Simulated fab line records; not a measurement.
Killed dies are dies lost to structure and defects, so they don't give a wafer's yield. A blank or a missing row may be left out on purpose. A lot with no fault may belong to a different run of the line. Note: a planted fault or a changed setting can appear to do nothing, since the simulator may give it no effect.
Matching of chambers + flow n5-finfet + N5_BEOL_M7_CVD_78 on cvd-co-02 has 3 sister chambers
The step deposits Co from CCTBA/H2, target thk 2 nm, time 142.3 s. 3 wafers are shown with their chamber, then 8 later ones without.

## WAFERS PAIRED WITH THEIR CHAMBERS
| wafer  | chamber | run-length-s (s) |
|--------|---------|------------------|
| L656.4 | 1       | 164.7            |
| L656.5 | 0       | 165.3            |
| L658.1 | 2       | 164.4            |

## WAFERS WITH NO CHAMBER GIVEN
| wafer  | run-length-s (s) |
|--------|------------------|
| L658.4 | 165.3            |
| L658.6 | 165.0            |
| L659.1 | 164.5            |
| L659.3 | 165.8            |
| L659.4 | 164.8            |
| L661.3 | 165.0            |
| L661.4 | 165.6            |
| L661.6 | 165.1            |

## CHAMBER TAKEN BY EACH
| wafer  | from the rows above          | in truth                   |
|--------|------------------------------|----------------------------|
| L658.4 | 0                            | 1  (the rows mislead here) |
| L658.6 | can't be placed: 0 or 1 or 2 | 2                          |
| L659.1 | can't be placed: 2 or 1      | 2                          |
| L659.3 | 0                            | 0                          |
| L659.4 | can't be placed: 1 or 2 or 0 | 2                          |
| L661.3 | can't be placed: 0 or 1 or 2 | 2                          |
| L661.4 | 0                            | 0                          |
| L661.6 | can't be placed: 0 or 1 or 2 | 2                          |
Correctly placed: 2 of 8. Unplaceable from these rows: 5, with the true chamber sitting among the candidates in 5. 1 placed wrongly.
How it was worked out, from the rows above alone: a wafer's distance from a chamber is the root of the sum, over the readings, of the square of ((its reading less the chamber's mean) divided by the reading's scatter). The wafer belongs to the nearest chamber; if the next one is less than 2 further off, it can't be placed. A chamber's mean is the mean of its shown wafers. The scatter: root of mean squared gap, hidden wafer to nearest shown wafer, with one shown wafer a chamber.
